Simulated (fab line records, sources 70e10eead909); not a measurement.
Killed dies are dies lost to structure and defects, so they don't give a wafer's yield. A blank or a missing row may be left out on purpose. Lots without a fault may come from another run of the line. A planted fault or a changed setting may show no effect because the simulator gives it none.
fab line records | flow nand_harc | part 2 of 2: steps 5 to 6 of 6
record lots=24 wafers=72 last_day=24
route steps=1159 shown P_M2@335 P_BONDPAD@367 A_ZERO_WELL@411
lots that met no fault: from a run of the same line without faults
start_h: hours from the record's first day to the start of the lot's first wafer shown | wait_h: hours since the lot's step before | " the same as in the row above | L1.1+2: a row that stands for several wafers | - no value, or no start given | * or withheld: withheld | < > ~ a bound
route shown NAME@n: a module of which the file shows steps, and the number in the route of the first | usual: mean/standard deviation of fault-free wafers | same: alike in all rows | chamber/n: place in a boat | sites: the reading at each site | _std_site: their standard deviation | _edge_site: outer sites' mean less inner sites' | radius_mm: how far each site lies from the wafer's centre | mask NAME#n: copy n | behind: the tool/chamber that last shaped the wafer | hold: why the lot was held/for how many hours/how that ended | device: the transistor (n, p or np) that didn't switch | end of line: the same wafers' tests at the end of the route | a step without rows: its recipe alone | killed: dies lost to structure and defects at the first sort, not the wafer's yield | map: a wafer's dies, x killed, . not, _ none there
set.NAME: the setting as run; set.NAME@STEP: as run at that earlier step | model.NAME: the simulator's own value behind a step, which no gauge read
steps of the route over a sample of lots; a table a step, a row a wafer
services: from which hour (start_h, from the record's first day; less than 0 if before it) a tool's chamber was out of use, for how many hours, and why
## steps
# step NHARC_P_BONDPAD_DESCUM_11
# recipe time_s=3 o2_flow_sccm=200 ar_flow_sccm=0 bias_power_w=0 chemistry=O2
# usual drypump_motor_current_A=5.45/0.28 oes_product_au=0.998/0.0093 rf_vpp_V=57.6/0.81 showerhead_plenum_p_Torr=1.89/0.077 throttle_valve_pct=11.310/0.0089
# columns lot.wafer tool chamber start_h wait_h drypump_motor_current_A oes_product_au rf_hours_counter_h rf_vpp_V showerhead_plenum_p_Torr throttle_valve_pct
L074.2 rie_diel-08 3 149.34 - 5.56 1.001 8 58.8 1.81 11.310
L074.4 " 3 " " 5.53 1.000 - 57.7 1.81 11.312
L074.3 " 1 " " 5.50 1.002 - 57.3 1.90 11.309
L076.1 rie_diel-02 2 150.15 - 5.26 1.006 16 57.0 1.89 11.291
L076.6 " 0 " " 5.64 0.991 - 57.4 1.99 11.314
L076.5 " 1 " " 4.98 0.998 - 59.1 1.90 11.305
L077.1 rie_diel-07 0 150.90 - 5.80 1.003 33 58.5 2.06 11.322
L077.5 " 0 " " 5.86 1.005 - 59.1 2.07 11.305
L077.6 " 1 " " 5.60 0.984 - 58.7 1.91 11.315
L075.4 rie_diel-07 0 151.07 - 5.78 0.998 34 57.8 2.07 11.330
L075.3 " 2 " " 5.93 1.004 33 56.4 1.94 11.293
L075.6 " 0 " " 5.77 1.001 - 58.9 2.07 11.288
L078.1 rie_diel-08 3 156.61 - 5.56 0.990 13 57.4 1.81 11.304
L078.2 " 0 " " 5.75 1.006 10 56.4 1.81 11.317
L078.4 " 2 " " 5.94 0.998 - 57.5 1.84 11.314
L079.2 rie_diel-02 2 160.97 - 5.26 0.986 0 56.5 1.89 11.316
L079.1 " 0 " " 5.64 1.002 0 57.9 1.99 11.302
L079.6 " 2 " " 5.27 0.982 - 57.6 1.89 11.304
L080.1 rie_diel-02 2 166.08 - 5.22 1.007 0 58.4 1.89 11.305
L080.3 " 0 " " 5.64 0.987 0 57.1 1.99 11.310
L080.6 " 3 " " 5.55 1.010 - 56.7 1.78 11.317
L081.1 rie_diel-02 1 167.43 - 4.96 1.010 1 58.0 1.90 11.311
L081.2 " 2 " " 5.28 1.009 1 58.0 1.89 11.300
L081.6 " 3 " " 5.54 1.005 - 56.2 1.78 11.308
L082.2 rie_diel-02 3 186.38 - 5.56 1.004 3 58.0 1.78 11.316
L082.3 " 2 " " 5.29 1.003 3 59.2 1.89 11.306
L082.6 " 3 " " 5.54 0.995 - 57.2 1.78 11.304
L084.1 rie_diel-02 1 191.35 - 4.96 0.992 3 59.3 1.90 11.313
L084.2 " 3 " " 5.54 0.994 3 57.9 1.78 11.293
L084.5 " 1 " " 4.96 0.997 - 57.8 1.90 11.307
L083.1 rie_diel-02 0 199.24 - 5.63 0.992 3 57.7 1.99 11.317
L083.3 " 1 " " 4.97 1.011 3 57.9 1.90 11.298
L083.6 " 2 " " 5.26 1.001 - 57.5 1.89 11.303
L085.4 rie_diel-02 2 207.29 - 5.25 0.999 4 57.0 1.89 11.316
L085.1 " 3 " " 5.54 1.017 4 57.1 1.78 11.312
L085.6 " 2 " " 5.27 1.000 - 57.3 1.89 11.320
L088.3 rie_diel-07 0 208.89 - 5.81 1.005 59 58.4 2.06 11.297
L088.2 " 1 " " 5.63 0.994 57 57.2 1.90 11.301
L088.6 " 3 " " 5.26 0.997 - 57.9 1.90 11.309
L086.1 rie_diel-02 2 209.12 - 5.26 1.007 4 59.1 1.89 11.306
L086.6 " 3 " " 5.55 1.012 - 57.6 1.78 11.316
L086.5 " 0 " " 5.65 0.985 - 58.9 1.99 11.313
L087.3 rie_diel-02 1 220.69 - 4.95 1.009 6 58.1 1.90 11.313
L087.1 " 2 " " 5.26 1.011 6 58.4 1.89 11.322
L087.4 " 3 " " 5.56 0.988 6 56.5 1.78 11.300
L089.1 rie_diel-08 2 225.68 - 5.98 0.990 24 57.6 1.84 11.303
L089.6 " 3 " " 5.55 0.994 - 57.6 1.80 11.325
L089.5 " 0 " " 5.74 1.015 - 56.2 1.80 11.315
L090.4 rie_diel-02 2 227.66 - 5.27 0.997 7 57.8 1.89 11.318
L090.5 " 3 " " 5.55 0.999 - 57.2 1.78 11.298
L090.6 " 0 " " 5.66 0.990 - 57.9 1.99 11.312
L091.1 rie_diel-08 1 238.02 - 5.51 0.993 34 59.0 1.89 11.308
L091.3 " 3 " " 5.55 0.999 43 57.2 1.80 11.302
L091.4 " 0 " " 5.77 1.007 42 57.6 1.80 11.327
L092.4 rie_diel-02 2 238.69 - 5.29 0.998 7 57.3 1.89 11.310
L092.5 " 0 " " 5.63 0.989 - 57.6 1.99 11.316
L092.6 " 1 " " 4.93 1.007 - 58.2 1.90 11.310
L093.1 rie_diel-02 2 245.87 - 5.24 0.992 7 57.4 1.89 11.318
L093.4 " 3 " " 5.57 0.999 8 56.2 1.78 11.309
L093.3 " 1 " " 4.96 1.004 8 57.9 1.90 11.318
L094.4 rie_diel-02 0 246.37 - 5.63 0.988 8 58.1 1.99 11.324
L094.6 " 0 " " 5.63 0.989 - 56.3 1.99 11.305
L094.5 " 1 " " 4.97 1.009 - 58.0 1.90 11.304
L095.2 rie_diel-02 3 264.05 - 5.54 0.999 10 58.1 1.78 11.304
L095.4 " 0 " " 5.62 0.980 10 57.2 1.99 11.318
L095.1 " 1 " " 4.98 0.992 10 58.3 1.90 11.309
L096.3 rie_diel-02 2 264.88 - 5.26 0.981 8 56.9 1.89 11.304
L096.4 " 1 " " 4.99 0.999 10 58.2 1.90 11.294
L096.6 " 3 " " 5.55 1.011 - 57.7 1.78 11.314
L097.1 rie_diel-02 0 271.38 - 5.64 0.978 11 58.0 1.99 11.303
L097.2 " 2 " " 5.23 0.991 9 57.8 1.89 11.316
L097.4 " 3 " " 5.55 0.997 10 56.9 1.78 11.316
# step NHARC_A_ZERO_WELL_RTA_16
# recipe temp_c=1000 time_s=10
# usual lamp_power_pct=31.2/2.2 wafer_temp_C_max=1004.2/0.96
# columns lot.wafer tool chamber start_h wait_h lamp_power_pct wafer_temp_C_max
L076.1 rtp_anneal-01 0 155.41 - 32.6 1005.4
L076.5 " 0 " " 32.6 1007.0
L076.6 " 0 " " 32.6 1004.4
L074.2 rtp_anneal-01 0 156.22 - 32.6 1004.2
L074.3 " 0 " " 32.6 1003.0
L074.4 " 0 " " 32.6 1004.5
L077.1 rtp_anneal-01 0 156.65 - 32.6 1003.9
L077.5 " 0 " " 32.6 1003.3
L077.6 " 0 " " 32.6 1003.7
L075.3 rtp_anneal-01 0 157.95 - 32.6 1004.3
L075.4 " 0 " " 32.6 1004.8
L075.6 " 0 " " 32.6 1003.8
L078.1 rtp_anneal-01 0 162.14 - 32.6 1003.1
L078.2 " 0 " " 32.7 1002.5
L078.4 " 0 " " 32.6 1003.1
L079.1 rtp_anneal-01 0 166.05 0.1 32.5 1003.6
L079.2 " 0 " " 32.6 1004.5
L079.6 " 0 " " 32.6 1005.0
L080.1 rtp_anneal-02 0 171.51 - 27.6 1005.5
L080.3 " 0 " " 27.7 1003.7
L080.6 " 0 " " 27.6 1004.6
L081.1 rtp_anneal-01 0 172.47 - 32.7 1004.1
L081.2 " 0 " " 32.7 1004.6
L081.6 " 0 " " 32.6 1004.4
L082.2 rtp_anneal-02 0 191.61 - 27.7 1003.9
L082.3 " 0 " " 27.7 1003.4
L082.6 " 0 " " 27.6 1006.5
L084.1 rtp_anneal-01 0 196.49 - 32.5 1003.2
L084.2 " 0 " " 32.6 1003.3
L084.5 " 0 " " 32.7 1003.6
L083.1 rtp_anneal-01 0 204.33 - 32.6 1004.5
L083.3 " 0 " " 32.6 1005.1
L083.6 " 0 " " 32.6 1006.2
L085.1 rtp_anneal-02 0 212.45 - 27.7 1004.5
L085.4 " 0 " " 27.6 1003.6
L085.6 " 0 " " 27.7 1003.7
L088.2 rtp_anneal-02 0 214.19 - 27.7 1005.0
L088.3 " 0 " " 27.6 1003.2
L088.6 " 0 " " 27.7 1005.8
L086.1 rtp_anneal-01 0 214.44 - 32.6 1002.9
L086.5 " 0 " " 32.6 1004.2
L086.6 " 0 " " 32.6 1002.7
L087.1 rtp_anneal-01 0 225.86 - 32.6 1003.9
L087.3 " 0 " " 32.6 1003.5
L087.4 " 0 " " 32.7 1004.6
L089.1 rtp_anneal-02 0 230.85 - 27.6 1005.9
L089.5 " 0 " " 27.7 1005.4
L089.6 " 0 " " 27.7 1004.3
L090.4 rtp_anneal-01 0 233.03 - 32.5 1004.2
L090.5 " 0 " " 32.6 1004.4
L090.6 " 0 " " 32.6 1003.4
L091.1 rtp_anneal-01 0 243.30 - 32.6 1003.0
L091.3 " 0 " " 32.6 1003.3
L091.4 " 0 " " 32.6 1003.4
L092.4 rtp_anneal-01 0 244.11 - 32.6 1006.1
L092.5 " 0 " " 32.6 1004.3
L092.6 " 0 " " 32.5 1003.9
L093.1 rtp_anneal-01 0 251.11 0.1 32.6 1003.2
L093.3 " 0 " " 32.6 1006.0
L093.4 " 0 " " 32.6 1003.1
L094.4 rtp_anneal-02 0 251.65 - 27.7 1007.0
L094.5 " 0 " " 27.6 1004.2
L094.6 " 0 " " 27.7 1003.4
L095.1 rtp_anneal-01 0 269.39 - 32.6 1003.6
L095.2 " 0 " " 32.6 1005.5
L095.4 " 0 " " 32.6 1003.6
L096.3 rtp_anneal-01 0 269.99 - 32.6 1004.1
L096.4 " 0 " " 32.5 1003.0
L096.6 " 0 " " 32.6 1003.4
L097.1 rtp_anneal-02 0 276.74 - 27.7 1004.1
L097.2 " 0 " " 27.7 1005.0
L097.4 " 0 " " 27.6 1004.2
## services
# columns tool chamber start_h hours kind
rie_diel-11 1 122.80 3.4 repair
cmp-01 - 124.71 0.6 repair
rie_diel-08 - 125.88 9.0 pm
rie_diel-11 0 128.19 1.5 repair
rie_diel-01 0 136.38 7.9 repair
rie_diel-01 - 137.93 9.0 pm
rie_diel-02 - 150.73 9.0 pm
cmp-03 - 156.00 4.0 pm
pvd_sputter-01 - 158.03 10.0 pm
pvd_sputter-01 - 173.50 0.9 repair
cmp-01 - 179.50 4.0 pm
cmp-04 - 189.33 1.9 repair
rie_diel-11 - 189.50 9.0 pm
pvd_sputter-01 - 191.58 1.5 repair
cmp-03 - 196.78 2.9 repair
cmp-04 - 203.07 4.0 pm
pvd_sputter-02 - 214.02 10.0 pm
rie_diel-02 2 221.94 4.6 repair
rie_diel-13 - 237.43 0.3 repair
rie_diel-02 2 250.08 5.1 repair
cmp-03 - 254.00 4.0 pm
pvd_sputter-01 - 257.38 5.2 repair
cmp-01 - 258.67 1.3 repair
rie_diel-13 - 276.06 9.0 pm
